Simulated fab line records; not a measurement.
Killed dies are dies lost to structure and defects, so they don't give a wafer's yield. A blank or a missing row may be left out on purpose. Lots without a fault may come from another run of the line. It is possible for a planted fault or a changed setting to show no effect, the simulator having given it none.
Comparing a struck lot with a sound one -- flow n5 finfet -- 14 steps out of a route of 1938
Sound: wafers L435.3, L435.4, L435.5. Wafers struck: L428.1, L428.5, L428.6. Last of all comes the cause.
Each step with rows lists, per side, the tool, then ch with its chambers, then its first start. Under that, the readings that differ: sound wafers -- struck wafers -- difference of the means -- sigmas: that difference in standard deviations of wafers without a fault.
alike: a reading whose means differ by less than 2 such deviations, as well as words and numbers matching on both sides. not compared: withheld readings; readings where some wafer has no value; bounds like >300 that might hide an equal value; numbers whose values overlap and for which the record gives no deviation.
A row with sigmas, a row that says differs or no value, or rows on one side alone: a step with any of these is where the two part. Non-overlapping numbers with no deviation appear without sigmas and do not part them. Lack of a reading on every wafer of one side parts them only where that side has two or more wafers.

N5_BEOL_M6_INSPECT_58: inspects for defects (darkfield).
  struck on defect inspect-02, day 13 22:17; sound on defect inspect-02, day 15 16:43
  alike: raw defect count
N5_BEOL_M7_ILD_DEP_00: deposits SiCOH lowk from DEMS/porogen, target thk 179.75 nm, time 33.4 s.
  sound on pecvd-01 ch 1,2, day 15 16:45; struck on pecvd-04 ch 0,1,2, day 13 22:20
  alike: heater power w, showerhead plenum p Torr, throttle valve pct
N5_BEOL_M7_CURE_74: cures SiCOH lowk, time 240 s.
  sound on uv cure-03 ch 2, day 15 16:59; struck on uv cure-03 ch 1, day 13 22:23
reading,sound,struck,difference,sigmas
wafer_temp_C_max,386.9 386.3 386.5,388.0 388.6 388.2,+1.7,+2
  alike: lamp power pct
N5_BEOL_M7_THK_MEAS_01:
  struck on film metro-01, day 13 22:54; sound on film metro-02, day 15 17:20
  alike: M7_ILD_THK
N5_BEOL_M7_PECVD_70: deposits SiO2 from TEOS/O2, target thk 20 nm, time 22.7 s.
  sound on pecvd-04 ch 1,2, day 15 17:22; struck on pecvd-02 ch 0,1,2, day 13 22:56
  alike: heater power w, showerhead plenum p Torr, throttle valve pct
N5_BEOL_M7_HM_DEP_02: deposits TiN, target thk 20 nm.
  struck on pvd sputter-02, day 14 00:07; sound on pvd sputter-03, day 15 20:13
  alike: chamber pressure pa, substrate temp c, throttle valve pct
then, 6 steps without rows for these wafers: N5_BEOL_M7_COAT_59 (time 60 s, resist thk 100 nm); N5_BEOL_M7_COAT_60 (time 60 s, resist thk 35 nm); N5_BEOL_M7_COAT_05 (resist thk 90 nm); N5_BEOL_M7_EBR_07; N5_BEOL_M7_SOFTBAKE_06 (time 60 s); N5_BEOL_M7_EXPOSE_08 (exposes mask M7).
N5_BEOL_M7_PEB_09: peb time 60 s.
  sound on litho track-01 ch 0, day 15 20:40; struck on litho track-02, day 14 00:33
  no value came back on the struck wafers for chill plate temp C (C), exhaust pa (Pa); on the sound wafers chill plate temp C (C) reads 23.02 22.99 23.04
then, 1 step without rows for these wafers: N5_BEOL_M7_DEVELOP_10 (develop time 30 s).

== WHERE THEY PART ==
Last at N5_BEOL_M7_PEB_09 as far as this record goes, first at N5_BEOL_M7_CURE_74.

WHY: what the simulator had put in
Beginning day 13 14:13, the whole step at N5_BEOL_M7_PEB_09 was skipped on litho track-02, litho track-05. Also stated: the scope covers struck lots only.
